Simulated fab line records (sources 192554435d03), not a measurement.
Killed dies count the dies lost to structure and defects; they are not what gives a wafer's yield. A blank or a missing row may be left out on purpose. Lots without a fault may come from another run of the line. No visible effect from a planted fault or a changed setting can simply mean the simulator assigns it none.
Split-lot trial | flow n5-finfet | 7 lots, 39 wafers read, on a route of 1938 steps

## ON THE SPLIT
At N5_HKMG_FIN_ETCH_31 (etches SiARC in CF4, target depth 45.5 nm, time 75.8 s), the setting bias-w was moved away from the recipe's 36 W on 15 of the 39 wafers read, by -17.8% to +18.8%. For the rest of the wafers, this setting stayed at what the recipe calls for.

The split's own step is where the reading is taken.

## THE READING
rf-vpp-V, in V, at N5_HKMG_FIN_ETCH_31 (etches SiARC in CF4, target depth 45.5 nm, time 75.8 s). A value of 183.9 V with a standard deviation of 1.1 V is what fault-free wafers of this fab line usually give.

wafer  | tool, chamber at the split | bias-w as run, W | against the recipe | rf-vpp-V, V | against lot-mates on the recipe
L077.1 | rie-diel-01, 0             | 38.52            | +7.0%              | 191.9       | +7.6
L077.2 | rie-diel-01, 2             | 36               | recipe             | 183.8       | -
L077.3 | rie-diel-01, 1             | 38.52            | +7.0%              | 191.5       | +7.2
L077.4 | rie-diel-01, 3             | 36               | recipe             | 184.4       | -
L077.5 | rie-diel-01, 3             | 38.52            | +7.0%              | 191.4       | +7.1
L077.6 | rie-diel-01, 2             | 36               | recipe             | 184.7       | -
L083.1 | rie-diel-01, 1             | 38.14            | +5.9%              | 190.3       | +6.6
L083.2 | rie-diel-01, 2             | 38.14            | +5.9%              | 191.6       | +7.9
L083.3 | rie-diel-01, 0             | 36               | recipe             | 182.4       | -
L083.4 | rie-diel-01, 3             | 38.14            | +5.9%              | 190.2       | +6.5
L083.5 | rie-diel-01, 2             | 36               | recipe             | 184.3       | -
L083.6 | rie-diel-01, 3             | 36               | recipe             | 184.5       | -
L085.1 | rie-diel-05, 2             | 36               | recipe             | 184.5       | -
L085.2 | rie-diel-05, 3             | 36               | recipe             | 183.2       | -
L085.3 | rie-diel-05, 1             | 29.61            | -17.8%             | 161.7       | -22.2
L085.4 | rie-diel-05, 0             | 29.61            | -17.8%             | 161.2       | -22.7
L085.5 | rie-diel-05, 2             | 29.61            | -17.8%             | 163.7       | -20.2
L085.6 | rie-diel-05, 1             | 36               | recipe             | 184.0       | -
L089.1 | rie-diel-05, 0             | 36               | recipe             | 183.6       | -
L089.2 | rie-diel-05, 3             | 36               | recipe             | 184.9       | -
L089.3 | rie-diel-05, 2             | 36               | recipe             | 185.1       | -
L089.4 | rie-diel-05, 1             | 36               | recipe             | 182.7       | -
L089.5 | rie-diel-05, 1             | 36               | recipe             | 182.8       | -
L089.6 | rie-diel-05, 2             | 36               | recipe             | 186.1       | -
L091.1 | rie-diel-01, 1             | 42.77            | +18.8%             | 205.6       | +22.3
L091.2 | rie-diel-01, 2             | 36               | recipe             | 183.1       | -
L091.3 | rie-diel-01, 0             | 36               | recipe             | 182.8       | -
L091.4 | rie-diel-01, 3             | 42.77            | +18.8%             | 204.6       | +21.3
L091.5 | rie-diel-01, 2             | 42.77            | +18.8%             | 206.1       | +22.8
L091.6 | rie-diel-01, 1             | 36               | recipe             | 183.9       | -
L093.1 | rie-diel-01, 2             | 36               | recipe             | 184.1       | -
L093.2 | rie-diel-01, 1             | 36               | recipe             | 184.5       | -
L093.3 | rie-diel-01, 0             | 40.39            | +12.2%             | 197.6       | +13.6
L093.4 | rie-diel-01, 1             | 36               | recipe             | 183.4       | -
L093.5 | rie-diel-01, 0             | 40.39            | +12.2%             | 196.8       | +12.8
L093.6 | rie-diel-01, 2             | 40.39            | +12.2%             | 199.8       | +15.8
L096.1 | rie-diel-06, 0             | 36               | recipe             | 184.9       | -
L096.5 | rie-diel-06, 3             | 36               | recipe             | 182.5       | -
L096.6 | rie-diel-06, 1             | 36               | recipe             | 183.9       | -

THE FIT
A straight line over all 39 wafers: rf-vpp-V changes by +1.18 V for each +1% of bias-w; r = +1.00; the points scatter about the line by 0.96 V.
The same after taking each lot's own level away (the mean of its wafers on the recipe; 39 wafers): +1.19 V for each +1%; r = +1.00; scatter 0.93 V.
Per that fit: largest bias-w move, reading shift of 22 V.
From 183.27 to 184.30 V: that is the span of the lots' own levels, equal to 0.9 times the standard deviation above.
Hence the lot-to-lot level has little effect on the slope; both slopes agree.
Check: with one of the wafers moved furthest among these (+18.8%) left out of the fit, the line predicts +22.1 V for it against its lot-mates. It came out at +22.3 V against them.
Tool readings at the split's step, against how far the setting was moved: rf-vpp-V r = +1.00.

## OTHER SPLITS APPLIED TO THESE WAFERS
Other splits were also applied to these wafers ahead of the reading. Each is held against what the fit with the lots' levels taken away leaves over:
other split on the same wafers       | wafers away from the commonest value | r with rf-vpp-V (lot level and that fit taken away)
N5_WELL_APT_EXPOSE_22 dose-mj        | 15                                   | -0.05
N5_FIN_CUT_EXPOSE_05 dose-mj         | 9                                    | +0.02
N5_DUMMY_GATE_EXPOSE_12 dose-mj      | 18                                   | +0.12
N5_DUMMY_GATE_ETCH_31 target-depth-a | 12                                   | +0.07

## FILE'S OWN FIT
rf-vpp-V changes by +1.18 V for each +1% of bias-w, r = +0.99.
